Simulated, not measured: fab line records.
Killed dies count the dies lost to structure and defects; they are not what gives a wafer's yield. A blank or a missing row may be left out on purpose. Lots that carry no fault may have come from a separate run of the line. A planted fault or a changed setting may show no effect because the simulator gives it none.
Matching of chambers + flow nandHarc + NHARC_A_STAIRCASE_DESCUM_219 on rieDiel-11 has 4 sister chambers
The step chemistry O2, time 3 s. 16 wafers are shown with their chamber, then 8 later ones without.

== WAFERS WITH THEIR CHAMBER ==
| wafer  | chamber | drypumpMotorCurrentA (A) | showerheadPlenumPTorr (Torr) | rfVppV (V) |
|--------|---------|--------------------------|------------------------------|------------|
| L076.3 | 3       | 6.4                      | 2.06                         | 58.8       |
| L076.5 | 0       | 5.8                      | 1.93                         | 57.3       |
| L076.6 | 1       | 5.5                      | 1.89                         | 59.0       |
| L079.1 | 2       | 5.7                      | 1.78                         | 57.5       |
| L079.2 | 3       | 6.5                      | 2.06                         | 58.2       |
| L079.5 | 3       | 6.5                      | 2.06                         | 58.2       |
| L082.4 | 2       | 5.7                      | 1.78                         | 56.9       |
| L082.5 | 2       | 5.7                      | 1.78                         | 56.7       |
| L082.6 | 3       | 6.5                      | 2.06                         | 59.0       |
| L085.4 | 3       | 6.5                      | 2.05                         | 57.8       |
| L085.5 | 2       | 5.7                      | 1.77                         | 56.4       |
| L085.6 | 3       | 6.5                      | 2.05                         | 58.4       |
| L086.3 | 0       | 5.8                      | 1.92                         | 57.8       |
| L086.5 | 3       | 6.5                      | 2.05                         | 57.8       |
| L086.6 | 0       | 5.8                      | 1.92                         | 57.5       |
| L091.1 | 0       | 5.8                      | 1.91                         | 58.0       |

SIGNATURES, as means of the wafers listed above
| reading               | chamber 0 | chamber 1 | chamber 2 | chamber 3 | scatter within a chamber |
|-----------------------|-----------|-----------|-----------|-----------|--------------------------|
| drypumpMotorCurrentA  | 5.800     | 5.500     | 5.700     | 6.486     | 0.0267                   |
| showerheadPlenumPTorr | 1.9200    | 1.8900    | 1.7775    | 2.0557    | 0.0061                   |
| rfVppV                | 57.650    | 59.000    | 56.875    | 58.314    | 0.429                    |
Rule: for a wafer and a chamber, the distance is found by dividing, reading by reading, the gap between the wafer's reading and the chamber's mean by the reading's scatter, squaring, summing and taking the root. If the next closest chamber is less than 2 further off than the closest, the wafer can't be placed; otherwise it belongs to the closest. How the scatter is found: for the shown wafers, subtract from each reading the mean of its chamber, square and add these, divide the total by (wafers less chambers), then take the root.

== WAFERS WITHOUT THEIR CHAMBER ==
| wafer  | drypumpMotorCurrentA (A) | showerheadPlenumPTorr (Torr) | rfVppV (V) |
|--------|--------------------------|------------------------------|------------|
| L091.3 | 5.7                      | 1.77                         | 57.9       |
| L091.6 | 6.4                      | 2.05                         | 59.0       |
| L095.1 | 5.5                      | 1.88                         | 58.6       |
| L095.2 | 6.4                      | 2.04                         | 58.5       |
| L095.4 | 5.8                      | 1.91                         | 57.3       |
| L096.3 | 5.5                      | 1.87                         | 57.4       |
| L096.4 | 5.7                      | 1.76                         | 58.2       |
| L096.5 | 5.8                      | 1.91                         | 58.1       |

== CHAMBER TAKEN BY EACH ==
| wafer  | from the rows above | in truth |
|--------|---------------------|----------|
| L091.3 | 2                   | 2        |
| L091.6 | 3                   | 3        |
| L095.1 | 1                   | 1        |
| L095.2 | 3                   | 3        |
| L095.4 | 0                   | 0        |
| L096.3 | 1                   | 1        |
| L096.4 | 2                   | 2        |
| L096.5 | 0                   | 0        |
Correctly placed: 8 of 8. Number that these rows cannot place: 0. Number placed wrongly: 0.
